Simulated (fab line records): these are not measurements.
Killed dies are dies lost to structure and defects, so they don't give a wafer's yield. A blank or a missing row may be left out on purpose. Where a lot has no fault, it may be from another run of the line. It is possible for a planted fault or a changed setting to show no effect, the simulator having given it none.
A lot that was struck, set against a sound lot / flow n5Finfet / 14 out of 1938 route steps
Sound: wafers L800.1, L800.5, L800.6. Struck: wafer L809.3 (left out: L809.1, a lot-mate that was not struck); the cause follows at the end.
Order at every step that has rows: each side's tool, ch and its chambers, its first start. Under that, the readings that differ: sound wafers / struck wafers / difference of the means / sigmas: that difference in standard deviations of wafers without a fault.
alike: readings with means less than 2 such deviations apart, plus words and numbers identical on both sides. not compared: withheld readings, readings lacking a value on some wafer, bounds such as >300 that could conceal the same value, and numbers that have no deviation in the record and whose values overlap.
A row with sigmas, a row that says differs or no value, or rows on one side alone: a step with any of these is where the two part. Numbers that don't overlap but have no deviation are shown without sigmas and don't part them. Lack of a reading on every wafer of one side parts them only where that side has two or more wafers.

N5_BEOL_M0_SPUTTER_132: material Cu, target thk 4 nm, time 7.37 s.
  sound on pvdSputter-02, day 6 17:32; struck on pvdSputter-02, day 8 17:19
  alike: chuckSensorTempC, throttleValvePct
N5_BEOL_M0_ANNEAL_133: time 60 s.
  sound on pvdSputter-02, day 6 17:37; struck on pvdSputter-02, day 8 17:24
  alike: heaterPowerW, susceptor_temp_C_max
then, 5 steps without rows for these wafers: N5_BEOL_M0_SPUTTER_134 (material Cu, target thk 4 nm, time 7.37 s); N5_BEOL_M0_ANNEAL_135 (time 60 s); N5_BEOL_M0_SPUTTER_141 (material Cu, target thk 4 nm, time 7.37 s); N5_BEOL_M0_ECD_118 (material Cu, target thk 300 nm); N5_BEOL_M0_ANNEAL_119 (time 90 s).
N5_BEOL_M0_CMP_120: polishes, stops on SiOC, t overpolish 6.9 s.
  sound on cmp-03 ch 2,3, day 6 18:23; struck on cmp-02 ch 1, day 8 18:05
  alike: barrierFieldEndpointS, motorCurrentA, overpolishRunS, timeToEndpointS
N5_BEOL_M0_PRE_CLEAN_131: time 15 s.
  sound on cvdCo-01 ch 0,1,2, day 6 18:43; struck on cvdCo-02 ch 0, day 8 18:23
  alike: heaterPowerW
N5_BEOL_M0_CO_CAP_123: material Co, precursor CCTBA/H2, target thk 2 nm, time 102.1 s.
  sound on cvdCo-01 ch 0,1,2, day 6 18:45; struck on cvdCo-02 ch 0, day 8 18:27
  alike: heaterPowerW
then, 1 step without rows for these wafers: N5_BEOL_M0_PRE_CLEAN_124 (time 15 s).
N5_BEOL_M0_DEP_125: deposits SiCN from 3MS/NH3, target thk 8 nm, time 14 s.
  sound on pecvd-01 ch 0,1,2, day 6 18:52; struck on pecvd-02 ch 2, day 8 18:36
reading=model.SiCN_of_BEOL_M0_DEP_125.thkNm (nm); sound=7.6 8 8; struck=7.2; difference=-0.7; sigmas=
  alike: showerheadPlenumPTorr, throttleValvePct
N5_BEOL_M0_RS_MEAS_126: uses a four-point probe to measure.
  sound on filmMetro-02, day 6 18:56; struck on filmMetro-01, day 8 18:40
  alike: M0_RS
-- a jump in the record: the struck wafers' starts before and after are 2 days apart (it breaks off in module BEOL_M0 and resumes in module BEOL_M4, where the first step shown is number 1111 of the route) --
N5_BEOL_M4_RC_MEAS_101:
  sound on prober-01 ch 0, day 8 18:39; struck on prober-02 ch 0, day 10 22:34
reading=SS_N (mV/dec); sound=71.2 71.7 71.1; struck=70.2; difference=-1.1; sigmas=-2
  alike: DIBL_N, DIBL_P, IOFF_N, IOFF_P, ION_N, ION_P, SS_P, VT_N, VT_P

## WHERE THEY PART
Within this record, at N5_BEOL_M4_RC_MEAS_101 only.

WHY: what the simulator had put in
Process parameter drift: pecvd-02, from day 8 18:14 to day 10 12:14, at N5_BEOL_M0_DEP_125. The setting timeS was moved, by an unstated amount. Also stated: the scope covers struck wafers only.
